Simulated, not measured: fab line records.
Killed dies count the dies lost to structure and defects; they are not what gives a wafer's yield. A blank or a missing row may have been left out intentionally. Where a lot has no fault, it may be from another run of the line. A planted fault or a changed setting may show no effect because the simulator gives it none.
Which tool was responsible? / flow nand-harc / 39 wafers from 13 lots sampled at 5 of the route's 1159 steps

WHAT THE GAUGES READ, wafer by wafer
NHARC_P_STI_OCD_MEAS_17. Usual: trench-depth-nm 298 nm, standard deviation 5.8; trench-foot-cd-nm 159 nm, standard deviation 4.3.
lot=L404; measured=day 2 14:34; on=ocd-02; trench-depth-nm (nm)=306 299 304; trench-foot-cd-nm (nm)=163 157 163; flag=
lot=L405; measured=day 3 02:01; on=ocd-01; trench-depth-nm (nm)=300 291 292; trench-foot-cd-nm (nm)=153 154 161; flag=
lot=L406; measured=day 3 05:52; on=ocd-02; trench-depth-nm (nm)=298 302 291; trench-foot-cd-nm (nm)=155 159 160; flag=
lot=L407; measured=day 3 13:05; on=ocd-02; trench-depth-nm (nm)=309 295 312; trench-foot-cd-nm (nm)=160 166 164; flag=
lot=L408; measured=day 3 18:02; on=ocd-02; trench-depth-nm (nm)=298 302 296; trench-foot-cd-nm (nm)=161 162 159; flag=
lot=L409; measured=day 4 05:38; on=ocd-02; trench-depth-nm (nm)=302 292 298; trench-foot-cd-nm (nm)=151 154 153; flag=
lot=L411; measured=day 4 14:44; on=ocd-01; trench-depth-nm (nm)=296 293 296; trench-foot-cd-nm (nm)=168 162 166; flag=
lot=L412; measured=day 4 22:01; on=ocd-01; trench-depth-nm (nm)=301 292 300; trench-foot-cd-nm (nm)=154 156 156; flag=
lot=L413; measured=day 5 02:16; on=ocd-01; trench-depth-nm (nm)=307 288 301; trench-foot-cd-nm (nm)=159 158 165; flag=
lot=L416; measured=day 5 21:00; on=ocd-01; trench-depth-nm (nm)=297 303 300; trench-foot-cd-nm (nm)=157 158 154; flag=
lot=L417; measured=day 6 00:14; on=ocd-01; trench-depth-nm (nm)=308 303 302; trench-foot-cd-nm (nm)=155 160 151; flag=
lot=L422; measured=day 7 05:28; on=ocd-01; trench-depth-nm (nm)=303 296 289; trench-foot-cd-nm (nm)=158 154 160; flag=
lot=L426; measured=day 8 02:23; on=ocd-01; trench-depth-nm (nm)=307 300 293; trench-foot-cd-nm (nm)=164 162 166; flag=

NHARC_P_GATE_CD_MEAS_26 targets a cd of 120 nm. Usual: cd-nm reads 119.5 nm (standard deviation 0.89).
lot=L404; measured=day 4 20:39; on=cd-sem-03; cd-nm (nm)=120.0 119.6 120.7; flag=
lot=L405; measured=day 5 08:27; on=cd-sem-02; cd-nm (nm)=121.4 120.1 120.9; flag=
lot=L406; measured=day 5 08:18; on=cd-sem-03; cd-nm (nm)=118.0 119.1 117.8; flag=
lot=L407; measured=day 5 16:59; on=cd-sem-01; cd-nm (nm)=121.0 120.4 119.6; flag=
lot=L408; measured=day 5 16:50; on=cd-sem-02; cd-nm (nm)=118.7 119.2 118.1; flag=
lot=L409; measured=day 6 10:21; on=cd-sem-01; cd-nm (nm)=119.6 120.4 118.8; flag=
lot=L411; measured=day 6 21:07; on=cd-sem-03; cd-nm (nm)=118.8 119.2 119.6; flag=
lot=L412; measured=day 6 21:41; on=cd-sem-01; cd-nm (nm)=119.6 120.9 119.8; flag=
lot=L413; measured=day 7 07:52; on=cd-sem-03; cd-nm (nm)=120.1 119.1 120.0; flag=
lot=L416; measured=day 8 03:48; on=cd-sem-01; cd-nm (nm)=119.7 119.0 117.9; flag=
lot=L417; measured=day 8 02:23; on=cd-sem-03; cd-nm (nm)=118.0 118.4 117.8; flag=
lot=L422; measured=day 9 07:50; on=cd-sem-01; cd-nm (nm)=119.2 118.0 118.5; flag=
lot=L426; measured=day 10 06:52; on=cd-sem-03; cd-nm (nm)=117.6 118.6 118.2; flag=

NHARC_END_SORT_01. Usual: killed-at-array 28, standard deviation 11; killed-at-other 0.8, standard deviation 1.1; killed-at-periphery 3.3, standard deviation 2.8; killed-dies 32, standard deviation 11; killed-open 3.3, standard deviation 1.9; killed-short 1.9, standard deviation 1.4.
lot=L411; measured=day 21 14:41; on=prober-01; killed-at-array=12 21 15; killed-at-other=0 0 0; killed-at-periphery=2 3 4; killed-dies=14 24 19; killed-open=3 6 2; killed-short=0 3 0; flag=
lot=L412; measured=day 21 22:28; on=prober-01; killed-at-array=29 41 38; killed-at-other=0 0 1; killed-at-periphery=6 0 1; killed-dies=35 41 40; killed-open=8 4 3; killed-short=0 0 0; flag=
lot=L413; measured=day 21 17:04; on=prober-02; killed-at-array=31 21 29; killed-at-other=0 1 1; killed-at-periphery=0 0 0; killed-dies=31 22 30; killed-open=2 1 7; killed-short=2 1 1; flag=
lot=L416; measured=day 23 04:57; on=prober-01; killed-at-array=37 39 36; killed-at-other=0 0 0; killed-at-periphery=2 9 6; killed-dies=39 48 42; killed-open=2 3 2; killed-short=5 3 3; flag=
lot=L422; measured=day 24 17:31; on=prober-02; killed-at-array=13 14 10; killed-at-other=0 2 2; killed-at-periphery=0 2 2; killed-dies=13 18 14; killed-open=2 6 1; killed-short=2 1 1; flag=
lot=L426; measured=day 25 09:50; on=prober-02; killed-at-array=46 44 43; killed-at-other=5 2 0; killed-at-periphery=4 2 4; killed-dies=55 48 47; killed-open=4 2 4; killed-short=3 2 1; flag=

WHAT TOOL EACH LOT RAN ON (gives the tool, then ch and the chambers of the sampled wafers, and finally the start)
lot=L404; NHARC_P_STI_DESCUM_14=rie-diel-03 ch 1,3, day 2 14:02; NHARC_P_GATE_HM_DEP_102=acl-dep-03 ch 0, day 4 19:11
lot=L405; NHARC_P_STI_DESCUM_14=rie-diel-06 ch 1,2,3, day 3 01:29; NHARC_P_GATE_HM_DEP_102=acl-dep-01 ch 0, day 5 07:10
lot=L406; NHARC_P_STI_DESCUM_14=rie-diel-03 ch 0,2,3, day 3 05:22; NHARC_P_GATE_HM_DEP_102=acl-dep-02 ch 0, day 5 07:16
lot=L407; NHARC_P_STI_DESCUM_14=rie-diel-03 ch 0,1,2, day 3 12:34; NHARC_P_GATE_HM_DEP_102=acl-dep-01 ch 0, day 5 15:29
lot=L408; NHARC_P_STI_DESCUM_14=rie-diel-03 ch 1,2,3, day 3 17:31; NHARC_P_GATE_HM_DEP_102=acl-dep-03 ch 0, day 5 15:30
lot=L409; NHARC_P_STI_DESCUM_14=rie-diel-03 ch 1,2,3, day 4 05:06; NHARC_P_GATE_HM_DEP_102=acl-dep-01 ch 0, day 6 08:59
lot=L411; NHARC_P_STI_DESCUM_14=rie-diel-05 ch 0,1,3, day 4 14:11; NHARC_P_GATE_HM_DEP_102=acl-dep-03 ch 0, day 6 19:44
lot=L412; NHARC_P_STI_DESCUM_14=rie-diel-06 ch 1,2,3, day 4 21:29; NHARC_P_GATE_HM_DEP_102=acl-dep-01 ch 0, day 6 20:21
lot=L413; NHARC_P_STI_DESCUM_14=rie-diel-03 ch 0,1, day 5 01:44; NHARC_P_GATE_HM_DEP_102=acl-dep-03 ch 0, day 7 06:50
lot=L416; NHARC_P_STI_DESCUM_14=rie-diel-03 ch 2,3, day 5 20:28; NHARC_P_GATE_HM_DEP_102=acl-dep-03 ch 0, day 8 00:31 and acl-dep-01 ch 0, day 8 02:35
lot=L417; NHARC_P_STI_DESCUM_14=rie-diel-06 ch 0,2,3, day 5 23:41; NHARC_P_GATE_HM_DEP_102=acl-dep-03 ch 0, day 7 23:54
lot=L422; NHARC_P_STI_DESCUM_14=rie-diel-05 ch 0,3, day 7 04:54; NHARC_P_GATE_HM_DEP_102=acl-dep-02 ch 0, day 9 06:29
lot=L426; NHARC_P_STI_DESCUM_14=rie-diel-06 ch 0,1,3, day 8 01:50; NHARC_P_GATE_HM_DEP_102=acl-dep-03 ch 0, day 10 05:34
- NHARC_P_STI_DESCUM_14: chemistry O2, time 3 s.
- NHARC_P_GATE_HM_DEP_102: deposits aC, target thk 120 nm.

WHAT THE TOOLS THEMSELVES READ (means of the sampled wafers that have a number; where no wafer has one, the mark that the record gives instead)
NHARC_P_STI_DESCUM_14. Usual: drypump-motor-current-A 6.0 A, standard deviation 0.44; oes-product-au 0.995 a.u., standard deviation 0.012; rf-vpp-V 57.7 V, standard deviation 0.86; showerhead-plenum-p-Torr 1.89 Torr, standard deviation 0.07; throttle-valve-pct 11.312 %, standard deviation 0.0088.
lot=L404; tool=rie-diel-03; drypump-motor-current-A (A)=5.5; oes-product-au (a.u.)=0.982; rf-vpp-V (V)=57.7; showerhead-plenum-p-Torr (Torr)=1.84; throttle-valve-pct (%)=11.301; flag=
lot=L405; tool=rie-diel-06; drypump-motor-current-A (A)=6.4; oes-product-au (a.u.)=1.000; rf-vpp-V (V)=56.9; showerhead-plenum-p-Torr (Torr)=1.84; throttle-valve-pct (%)=11.312; flag=
lot=L406; tool=rie-diel-03; drypump-motor-current-A (A)=5.9; oes-product-au (a.u.)=0.990; rf-vpp-V (V)=57.2; showerhead-plenum-p-Torr (Torr)=1.89; throttle-valve-pct (%)=11.317; flag=
lot=L407; tool=rie-diel-03; drypump-motor-current-A (A)=5.8; oes-product-au (a.u.)=0.988; rf-vpp-V (V)=58.4; showerhead-plenum-p-Torr (Torr)=1.92; throttle-valve-pct (%)=11.306; flag=
lot=L408; tool=rie-diel-03; drypump-motor-current-A (A)=5.6; oes-product-au (a.u.)=0.991; rf-vpp-V (V)=57.9; showerhead-plenum-p-Torr (Torr)=1.87; throttle-valve-pct (%)=11.322; flag=
lot=L409; tool=rie-diel-03; drypump-motor-current-A (A)=5.6; oes-product-au (a.u.)=0.999; rf-vpp-V (V)=57.7; showerhead-plenum-p-Torr (Torr)=1.87; throttle-valve-pct (%)=11.311; flag=
lot=L411; tool=rie-diel-05; drypump-motor-current-A (A)=5.5; oes-product-au (a.u.)=0.993; rf-vpp-V (V)=57.7; showerhead-plenum-p-Torr (Torr)=1.94; throttle-valve-pct (%)=11.299; flag=
lot=L412; tool=rie-diel-06; drypump-motor-current-A (A)=6.4; oes-product-au (a.u.)=0.995; rf-vpp-V (V)=57.2; showerhead-plenum-p-Torr (Torr)=1.84; throttle-valve-pct (%)=11.306; flag=
lot=L413; tool=rie-diel-03; drypump-motor-current-A (A)=6.0; oes-product-au (a.u.)=0.988; rf-vpp-V (V)=57.3; showerhead-plenum-p-Torr (Torr)=1.96; throttle-valve-pct (%)=11.316; flag=
lot=L416; tool=rie-diel-03; drypump-motor-current-A (A)=5.7; oes-product-au (a.u.)=0.991; rf-vpp-V (V)=57.1; showerhead-plenum-p-Torr (Torr)=1.83; throttle-valve-pct (%)=11.309; flag=
lot=L417; tool=rie-diel-06; drypump-motor-current-A (A)=6.3; oes-product-au (a.u.)=0.999; rf-vpp-V (V)=58.1; showerhead-plenum-p-Torr (Torr)=1.86; throttle-valve-pct (%)=11.310; flag=
lot=L422; tool=rie-diel-05; drypump-motor-current-A (A)=5.6; oes-product-au (a.u.)=1.018; rf-vpp-V (V)=57.8; showerhead-plenum-p-Torr (Torr)=1.98; throttle-valve-pct (%)=11.323; flag=
lot=L426; tool=rie-diel-06; drypump-motor-current-A (A)=6.2; oes-product-au (a.u.)=1.001; rf-vpp-V (V)=57.1; showerhead-plenum-p-Torr (Torr)=1.88; throttle-valve-pct (%)=11.310; flag=

NHARC_P_GATE_HM_DEP_102. Usual: throttle-valve-pct reads 35.000 % (standard deviation 0.0087).
lot=L404; tool=acl-dep-03; throttle-valve-pct (%)=35.012; flag=
lot=L405; tool=acl-dep-01; throttle-valve-pct (%)=34.998; flag=
lot=L406; tool=acl-dep-02; throttle-valve-pct (%)=34.998; flag=
lot=L407; tool=acl-dep-01; throttle-valve-pct (%)=34.992; flag=
lot=L408; tool=acl-dep-03; throttle-valve-pct (%)=35.001; flag=
lot=L409; tool=acl-dep-01; throttle-valve-pct (%)=35.004; flag=
lot=L411; tool=acl-dep-03; throttle-valve-pct (%)=34.996; flag=
lot=L412; tool=acl-dep-01; throttle-valve-pct (%)=34.991; flag=
lot=L413; tool=acl-dep-03; throttle-valve-pct (%)=35.003; flag=
lot=L416; tool=acl-dep-03/acl-dep-01; throttle-valve-pct (%)=35.007; flag=
lot=L417; tool=acl-dep-03; throttle-valve-pct (%)=35.002; flag=
lot=L422; tool=acl-dep-02; throttle-valve-pct (%)=34.990; flag=
lot=L426; tool=acl-dep-03; throttle-valve-pct (%)=34.990; flag=

THE ANSWER, worked out from the rows above alone
Rule: lot off if the mean of its wafers having a number is beyond 3 standard deviations from the usual mean. Also off: a lot with no number at a reading for which 4 or more lots have one. Where the step has rows for the other lots, those lots are counted as sound. After the gauges, taken in route order, come the tools' own readings; for these a lot's mean is taken, as printed above. At the first step where some lot is off, the reading lying furthest off is the one used; lots without a number count as furthest.
None of the lots is off at any reading shown; this tells nothing.

WHAT HAD BEEN PUT IN BY THE SIMULATOR
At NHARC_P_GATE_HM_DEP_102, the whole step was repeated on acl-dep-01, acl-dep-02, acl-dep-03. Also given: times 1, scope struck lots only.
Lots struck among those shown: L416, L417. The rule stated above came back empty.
